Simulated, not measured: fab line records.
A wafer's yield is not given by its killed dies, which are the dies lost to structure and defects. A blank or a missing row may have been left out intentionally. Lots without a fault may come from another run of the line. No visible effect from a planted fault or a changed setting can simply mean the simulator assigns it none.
Problem report in the 8D (eight disciplines) form, filled by code :: flow n5 finfet :: the parts of the form that need people (team, actions taken, sign-off) are left out

## 1. THE PROBLEM
Across 6 wafers from 2 lots, SDB_OVL at N5_SDB_OVL_MEAS_12 averages 13.2 nm, while fault-free wafers read 0.0 nm with a standard deviation of 0.78. Measured from the usual mean, that is +17 standard deviations.
First observed at day 4 17:45: wafer L247.1, on overlay-01. The record holds 30 wafers of 10 lots with a number at this step. The rule behind "out" and "out of limits": a value lying over 4 standard deviations away from the usual mean. The other wafers with a number count as sound.

## 2. WHAT IT IS, WHAT IT ISN'T
question: which readings at this step
is: SDB_OVL
is not: -

question: which lots
is: L247, L248
is not: L243, L244, L245, L255, L258, L259, L262, L266

question: which wafers of those lots
is: all that have a number
is not: -

question: read on which gauges
is: overlay-01, overlay-02
is not: -

question: when
is: from day 4 17:45
is not: up to then (9 sound wafers); but 15 sound wafers of L255, L258, L259, L262, L266 came after

## 3. THE SUSPECTS, EACH WITH WHAT RULES IT OUT
Counting: a tool at a process step up to the reading stays a suspect if it ran every lot that is out and no sound lot after the first of them.
- the gauge at N5_SDB_OVL_MEAS_12: ruled out. 2 gauges (overlay-01, overlay-02) read the wafers that are out.
- ald sin-01 at N5_ILD0_ALD_15 (deposits SiNx, target thk 24 nm, pulse time 1 s, ald cycles 480): ruled out as a lasting fault. After its first lot that is out, L247 (day 4 14:50), sound lots L258, L259, L262 ran on it.
- arfi scanner-03 at N5_SDB_EXPOSE_08 (exposes mask SDB): kept. Every lot that is out went through it, starting with L247 (day 4 17:36), and after that it ran no sound lot; the last sound lot it ran before then is L245 (day 4 05:40).
Remaining after the count: arfi scanner-03 at N5_SDB_EXPOSE_08.

## 4. THE CAUSE (what the simulator had put in)
Scanner matching overlay: arfi scanner-03, from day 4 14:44 on, at N5_SDB_EXPOSE_08. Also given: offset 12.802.
Counting left only this tool.

## 5. SEQUENCE OF EFFECTS, ordered by route
Each row: a reading where the mean over the struck wafers with a number is more than 3 standard deviations away from the usual. Scope: only readings with a usual standard deviation given in the record; hours: median across lots of the time from each lot's start at the first step in this table that gives one to its start at this step; sigmas: change in usual standard deviations.
hours: 0
step: N5_SDB_OVL_MEAS_12
reading: SDB_OVL
usual: 0.0 nm
on struck wafers: 13.2
change: +13.2
sigmas: +17

hours: 194
step: N5_PASSIVATION_PROBE_49
reading: defect limited yield
usual: 91.4 %
on struck wafers: 0.0
change: -91.4
sigmas: -61

hours: 194
step: N5_PASSIVATION_PROBE_49
reading: killed at front end
usual: 40
on struck wafers: 1127
change: +1087
sigmas: +84

hours: 194
step: N5_PASSIVATION_PROBE_49
reading: killed dies
usual: 101
on struck wafers: 1180
change: +1079
sigmas: +60

hours: 194
step: N5_PASSIVATION_PROBE_49
reading: killed on rim
usual: 13
on struck wafers: 152
change: +139
sigmas: +35

hours: 194
step: N5_PASSIVATION_PROBE_49
reading: sort_bin_5_function
usual: 5.1 %
on struck wafers: 51.4
change: +46.3
sigmas: +46

hours: 194
step: N5_PASSIVATION_PROBE_49
reading: sort n pass
usual: 1079
on struck wafers: 0
change: -1079
sigmas: -60

hours: 194
step: N5_PASSIVATION_PROBE_49
reading: sort yield pct
usual: 91.4 %
on struck wafers: 0.0
change: -91.4
sigmas: -61
Process steps it contains:
- N5_PASSIVATION_PROBE_49
At these later measuring or inspecting steps, every struck wafer for which the step has a row has a number for every such reading, and none has moved that far: N5_BEOL_M4_RC_MEAS_101.

## 6. HOW IT WOULD HAVE BEEN CAUGHT EARLIER
3 hours passed between the start of the fault at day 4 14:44 and the first reading out of limits at a measuring or inspecting step in this record, taken at day 4 17:45.
Of the lots that are out (2), L248 began N5_SDB_EXPOSE_08 on arfi scanner-03 after day 4 17:45. Had the tool been put on hold then, it would have been spared.
